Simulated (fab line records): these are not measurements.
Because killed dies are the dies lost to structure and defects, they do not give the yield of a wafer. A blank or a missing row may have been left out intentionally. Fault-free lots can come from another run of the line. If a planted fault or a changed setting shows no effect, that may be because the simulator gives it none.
Chamber matching || flow n5Finfet || pecvd-04 running N5_BEOL_M10_ILD_DEP_00: 3 sister chambers
The step deposits SiCOH lowk from DEMS/porogen, target thk 308.51 nm, time 58 s. 6 wafers are shown with their chamber, then 8 later ones without.

WAFERS WITH THEIR CHAMBER
{"wafer": "L580.6", "chamber": 2, "throttleValvePct (%)": 12.5, "heaterPowerW (W)": 301}
{"wafer": "L582.5", "chamber": 2, "throttleValvePct (%)": 13.1, "heaterPowerW (W)": 231}
{"wafer": "L582.6", "chamber": 1, "throttleValvePct (%)": 13.4, "heaterPowerW (W)": 346}
{"wafer": "L588.4", "chamber": 0, "throttleValvePct (%)": 14.9, "heaterPowerW (W)": 335}
{"wafer": "L588.6", "chamber": 1, "throttleValvePct (%)": 13.5, "heaterPowerW (W)": 276}
{"wafer": "L587.1", "chamber": 0, "throttleValvePct (%)": 14.8, "heaterPowerW (W)": 320}

WAFERS WITHOUT THEIR CHAMBER
{"wafer": "L587.3", "throttleValvePct (%)": 13.4, "heaterPowerW (W)": 343}
{"wafer": "L587.5", "throttleValvePct (%)": 13.4, "heaterPowerW (W)": 344}
{"wafer": "L589.3", "throttleValvePct (%)": 13.1, "heaterPowerW (W)": 303}
{"wafer": "L589.4", "throttleValvePct (%)": 13.9, "heaterPowerW (W)": 360}
{"wafer": "L589.6", "throttleValvePct (%)": 13.7, "heaterPowerW (W)": 280}
{"wafer": "L592.2", "throttleValvePct (%)": 12.8, "heaterPowerW (W)": 255}
{"wafer": "L592.4", "throttleValvePct (%)": 13.1, "heaterPowerW (W)": 274}
{"wafer": "L592.6", "throttleValvePct (%)": 13.4, "heaterPowerW (W)": 312}

EACH ONE'S CHAMBER
{"wafer": "L587.3", "from the rows above": 1, "in truth": 1}
{"wafer": "L587.5", "from the rows above": 1, "in truth": 1}
{"wafer": "L589.3", "from the rows above": "can't be placed: 1 or 2", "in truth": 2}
{"wafer": "L589.4", "from the rows above": "can't be placed: 1 or 0", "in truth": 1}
{"wafer": "L589.6", "from the rows above": 1, "in truth": 1}
{"wafer": "L592.2", "from the rows above": 2, "in truth": 2}
{"wafer": "L592.4", "from the rows above": "can't be placed: 2 or 1", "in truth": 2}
{"wafer": "L592.6", "from the rows above": 1, "in truth": 1}
Correct placement for 5 of the 8. Not placeable from these rows: 3 (in 3, the candidates include the true chamber). Placed wrongly: 0.
How it was worked out, from the rows above alone: a wafer's distance from a chamber is the root of the sum, over the readings, of the square of ((its reading less the chamber's mean) divided by the reading's scatter). The wafer belongs to the nearest chamber; if the next one is less than 2 further off, it can't be placed. For every chamber, the mean is computed from those of its wafers that are shown. The scatter: take each reading less its chamber's mean, square it, sum over the shown wafers, divide by the number of wafers less the number of chambers, and take the root.
